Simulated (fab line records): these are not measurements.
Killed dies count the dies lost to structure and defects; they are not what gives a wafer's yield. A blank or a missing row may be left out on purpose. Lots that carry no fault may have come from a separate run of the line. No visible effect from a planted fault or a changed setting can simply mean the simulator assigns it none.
Which of the tools did it?	flow n5_finfet	12 lots, 36 wafers sampled, at 6 steps of a route of 1938

== WHAT EACH GAUGE READ, for each wafer ==
N5_MOL_CONTACT_COAG_CD_MEAS_40: the cd target is 25.1 nm.
lot	measured	on	cd_nm (nm)
L075	day 5 13:47	cd_sem-01	24.72 25.14 25.14
L077	day 5 20:38	cd_sem-03	25.26 25.13 25.39
L079	day 6 10:30	cd_sem-01	24.82 25.13 25.16
L081	day 6 19:15	cd_sem-01	24.96 24.82 24.95
L083	day 7 11:48	cd_sem-03	25.00 25.31 25.03
L085	day 8 02:26	cd_sem-02	25.67 25.40 24.70
L087	day 8 11:10	cd_sem-01	24.88 24.70 25.14
L089	day 8 19:08	cd_sem-01	24.87 25.24 24.91
L091	day 9 07:26	cd_sem-02	25.48 24.85 25.09
L093	day 9 19:11	cd_sem-03	24.82 25.52 25.23
L095	day 10 09:11	cd_sem-03	25.11 24.73 25.40
L097	day 11 00:59	cd_sem-02	24.90 25.00 25.27

== WHICH TOOL RAN EACH LOT (tool, then ch and the chambers of the sampled wafers, then the start) ==
lot	N5_GATE_CUT_HM_OPEN_40	N5_MOL_CONTACT_COAG_ETCH_106	N5_MOL_CONTACT_COAG_TI_SIL_19	N5_MOL_CONTACT_COAG_ETCHBACK_135	N5_MOL_CONTACT_COAG_STRIP_119
L075	rie_diel-06 ch 0,3, day 4 19:50	rie_diel-01 ch 0,1, day 4 23:52	pvd_sputter-02, day 5 02:25	rie_diel-03 ch 1,2,3, day 5 13:06	plasma_asher-02 ch 1, day 5 13:19
L077	rie_diel-04 ch 0,1,3, day 5 05:56	rie_diel-05 ch 1,2,3, day 5 09:47	pvd_sputter-02, day 5 10:47	rie_diel-01 ch 1,3, day 5 19:56	plasma_asher-02 ch 0,1, day 5 20:10
L079	rie_diel-04 ch 0,2,3, day 5 19:59	rie_diel-03 ch 0,2,3, day 5 23:59	pvd_sputter-01, day 6 01:04	rie_diel-03 ch 0,1,3, day 6 09:49	plasma_asher-02 ch 0,1, day 6 10:02
L081	rie_diel-06 ch 1,3, day 6 04:31	rie_diel-03 ch 0,2,3, day 6 08:13	pvd_sputter-03, day 6 09:14	rie_diel-03 ch 2,3, day 6 18:32	plasma_asher-02 ch 0,1, day 6 18:45
L083	rie_diel-02 ch 1,2, day 6 20:08	rie_diel-01 ch 0,1,3, day 7 00:19	pvd_sputter-02, day 7 02:00	rie_diel-05 ch 0,2,3, day 7 11:07	plasma_asher-01 ch 0,1, day 7 11:20
L085	rie_diel-06 ch 0,2,3, day 7 08:38	rie_diel-01 ch 0,1,2, day 7 12:47	pvd_sputter-01, day 7 13:39	rie_diel-05 ch 0,1,3, day 8 01:45	plasma_asher-01 ch 0,1, day 8 01:58
L087	rie_diel-04 ch 1,2,3, day 7 18:56	rie_diel-05 ch 1,2, day 7 22:47	pvd_sputter-03, day 7 23:33	rie_diel-03 ch 2,3, day 8 10:29	plasma_asher-01 ch 0,1, day 8 10:43
L089	rie_diel-06 ch 0,1,3, day 8 04:36	rie_diel-01 ch 0,1,3, day 8 08:48	pvd_sputter-01, day 8 09:38	rie_diel-01 ch 0,2,3, day 8 18:20	plasma_asher-01 ch 0,1, day 8 18:33
L091	rie_diel-04 ch 0,1,2, day 8 16:41	rie_diel-05 ch 1,2,3, day 8 20:31	pvd_sputter-02, day 8 22:49	rie_diel-01 ch 0,1, day 9 06:37	plasma_asher-02 ch 0,1, day 9 06:50
L093	rie_diel-04 ch 0,2,3, day 9 04:58	rie_diel-05 ch 1,2, day 9 08:49	pvd_sputter-03, day 9 09:41	rie_diel-01 ch 0,1,3, day 9 18:29	plasma_asher-02 ch 0,1, day 9 18:43
L095	rie_diel-04 ch 1,2,3, day 9 16:47	rie_diel-03 ch 0,1,3, day 9 20:29	pvd_sputter-02, day 9 21:16	rie_diel-01 ch 1,2,3, day 10 08:28	plasma_asher-02 ch 0,1, day 10 08:41
L097	rie_diel-06 ch 0,2, day 10 08:25	rie_diel-05 ch 0,1,2, day 10 13:02	pvd_sputter-03, day 10 15:05	rie_diel-05 ch 0,2,3, day 11 00:18	plasma_asher-01 ch 0,1, day 11 00:31
- N5_GATE_CUT_HM_OPEN_40: chemistry C4F6/O2, target SiO2, target depth 139 nm, time 85.1 s.
- N5_MOL_CONTACT_COAG_ETCH_106: etches SOC in N2/H2, target depth 80 nm, overetch 16 nm, time 120 s.
- N5_MOL_CONTACT_COAG_TI_SIL_19: material Ti, target thk 4.2 nm, time 15 s.
- N5_MOL_CONTACT_COAG_ETCHBACK_135: etches SiO2 in CHF3, target depth 25 nm, time 16.7 s.
- N5_MOL_CONTACT_COAG_STRIP_119: strips in N2/H2, time 30 s.

== THE ANSWER, worked out from the rows above alone ==
Rule: what is usual is taken from the lots themselves. The widest of any qualifying gaps counts: lots, ordered by their means at a reading, are off when they make up no more than a third of the lots, leave a main group of 4 or more, and stand apart from it by 3 or more times the standard deviation of that group's means. Not used: any main group whose means are identical at the precision the tables above print for the reading. Also off: a lot with no number at a reading for which 4 or more lots have one. All remaining lots with rows at the step are treated as sound.
No lot is off at any reading shown: from this, nothing can be told.

== WHAT WAS PUT IN BY THE SIMULATOR ==
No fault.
